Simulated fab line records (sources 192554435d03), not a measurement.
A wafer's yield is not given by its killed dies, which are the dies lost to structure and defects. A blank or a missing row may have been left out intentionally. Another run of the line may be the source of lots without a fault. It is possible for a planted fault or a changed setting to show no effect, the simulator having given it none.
2 desks looking at one fault | flow n5-finfet | numbers are kept per desk, each desk with only its own; the story behind them comes last

AT THE TOOL OWNER'S DESK: litho-track-04
The tool's own readings at N5_BEOL_M15_COAT_04 (resist thk 800 nm): means of the sampled wafers that have a number, for each lot that ran on this tool. Any lot whose mean is over 4 standard deviations away from the usual mean is out of limits and marked OUT; that distance is given in the brackets.
Columns: A = spin-speed-rpm at N5_BEOL_M15_COAT_04, usual 1703.9 rpm
lot  | first seen here | A
L641 | day 11 19:08    | 1704.6
L650 | day 14 04:59    | 1704.6
L649 | day 14 05:31    | 1837.1 (+99 or more) OUT
L651 | day 14 13:28    | 1837.9 (+99 or more) OUT
Finding of this desk: L649, L651 out of limits; the first was L649 at day 14 05:31, on spin-speed-rpm at N5_BEOL_M15_COAT_04. Within limits: L641, L650.

FROM THE METROLOGY DESK
Means of the sampled wafers that have a number, per lot and without regard to the tool the lot ran on: this is what the gauges read. Any lot whose mean is over 4 standard deviations away from the usual mean is out of limits and marked OUT; that distance is given in the brackets.
Columns: A = cd-nm at N5_BEOL_M15_CD_MEAS_10, usual 360.2 nm
lot  | first seen here | A
L641 | day 11 19:31    | 358.4
L640 | day 11 19:40    | 361.8
L644 | day 12 17:09    | 359.9
L650 | day 14 05:16    | 361.5
L649 | day 14 05:55    | 361.8
L651 | day 14 13:44    | 360.4
L655 | day 16 00:04    | 359.8
L656 | day 16 07:14    | 359.7
L659 | day 16 15:34    | 358.0
L658 | day 17 00:22    | 361.8
L661 | day 17 00:31    | 359.9
This desk's finding: nothing out of limits on any of the 11 lots.

PUT TOGETHER
The tool owner's desk had the chance to raise an alarm at day 14 05:31 on L649, L651.
Nothing out of limits was seen by the metrology desk.
The metrology desk holds a record of L649, L651, inside its limits.
Every lot named ran N5_BEOL_M15_COAT_04 on litho-track-04.

WHAT THE SIMULATOR PUT IN
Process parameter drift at N5_BEOL_M15_COAT_04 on litho-track-04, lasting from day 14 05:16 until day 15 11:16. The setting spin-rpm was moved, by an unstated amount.
Shown lots that were struck: L649, L651.
Hours from the fault's start to each desk's first reading out of limits: the tool owner's desk, 0.
